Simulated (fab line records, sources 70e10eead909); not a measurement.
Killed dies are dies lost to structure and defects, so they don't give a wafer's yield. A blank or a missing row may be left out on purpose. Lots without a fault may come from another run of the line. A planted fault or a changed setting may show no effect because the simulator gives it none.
Problem report in the 8D (eight disciplines) form, filled by code | flow nand_harc | the parts of the form that need people (team, actions taken, sign-off) are left out

1. THE PROBLEM
killed_at_array at NHARC_END_SORT_01 reads a mean of 104 on 1 wafer of 1 lot; wafers without a fault read 25 with a standard deviation of 9.7. That is +8.1 standard deviations from the usual mean.
First seen on wafer L957.3, day 25 06:53, on prober-01. The record holds 1 wafer of 1 lot with a number at this step. Rule for "out", or "out of limits": more than 4 standard deviations from the usual mean. The other wafers with a number count as sound.

2. WHAT IT IS AND WHAT IT IS NOT
question                    | is                           | is not
which readings at this step | killed_at_array, killed_dies | killed_at_other, killed_at_periphery, killed_open, killed_short
which lots                  | L957                         | -
which wafers of those lots  | all that have a number       | -
read on which gauges        | prober-01                    | -
when                        | from day 25 06:53            | up to then (0 sound wafers)

3. SUSPECTS, AND WHAT RULES EACH OUT
Counting: a tool at a process step up to the reading stays a suspect if it ran every lot that is out and no sound lot after the first of them.
- the gauge at NHARC_END_SORT_01: kept. All the wafers that are out were read on prober-01, and no step on other tools shows them out.
- rie_diel-03 at NHARC_A_STAIRCASE_TRIM_235 (chemistry O2, time 211.2 s): kept. It ran the lot that is out, L957 (day 15 18:05), and no sound lot after that.
- pecvd-01 at NHARC_A_STAIRCASE_DEP_417 (deposits Si3N4, target thk 60 nm): kept. It ran the lot that is out, L957 (day 16 15:38), and no sound lot after that.
- plasma_asher-01 at NHARC_A_STAIRCASE_STRIP_446 (strips in O2): kept. It ran the lot that is out, L957 (day 18 07:03), and no sound lot after that.
- pecvd-04 at NHARC_A_SGD_CUT_DEP_00 (deposits SiNx, target thk 50 nm): kept. It ran the lot that is out, L957 (day 18 13:53), and no sound lot after that.
- rie_diel-05 at NHARC_A_SGD_CUT_ETCH_58 (etches the open film in CF4, target depth 39 nm, time 65 s): kept. It ran the lot that is out, L957 (day 18 19:14), and no sound lot after that.
Left after counting: rie_diel-03 at NHARC_A_STAIRCASE_TRIM_235, pecvd-01 at NHARC_A_STAIRCASE_DEP_417, plasma_asher-01 at NHARC_A_STAIRCASE_STRIP_446, pecvd-04 at NHARC_A_SGD_CUT_DEP_00, rie_diel-05 at NHARC_A_SGD_CUT_ETCH_58, prober-01 at NHARC_END_SORT_01.

4. THE CAUSE (what the simulator had put in)
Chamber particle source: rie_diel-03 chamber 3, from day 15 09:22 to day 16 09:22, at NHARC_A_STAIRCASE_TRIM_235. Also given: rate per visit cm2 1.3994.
Counting left 6 suspects, and this tool is among them.

5. THE CHAIN OF EFFECTS, in route order
Each row: a reading whose mean over the struck wafers that have a number lies more than 3 standard deviations from the usual. Only readings for which the record gives a usual standard deviation are gone through. hours: the time from each lot's start at the first step in this table that gives one to its start at this step, as a median over the lots. sigmas: the change in usual standard deviations.
hours | step              | reading         | usual | on struck wafers | change | sigmas
0     | NHARC_END_SORT_01 | killed_at_array | 25    | 104              | +79    | +8.1
0     | NHARC_END_SORT_01 | killed_dies     | 29    | 106              | +77    | +7.0

6. WHAT WOULD HAVE CAUGHT IT SOONER
In this record the first reading out of limits at a measuring or inspecting step was taken at day 25 06:53, 238 hours after the fault began at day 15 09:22.
Of the tool readings at NHARC_A_STAIRCASE_TRIM_235 for which the record gives a usual standard deviation, none was out on any struck wafer, so an alarm limit of 4 standard deviations on them would not have fired.
All the lots that are out (1) had begun NHARC_A_STAIRCASE_TRIM_235 on rie_diel-03 by day 25 06:53. A hold on the tool at that time would have spared none of them.
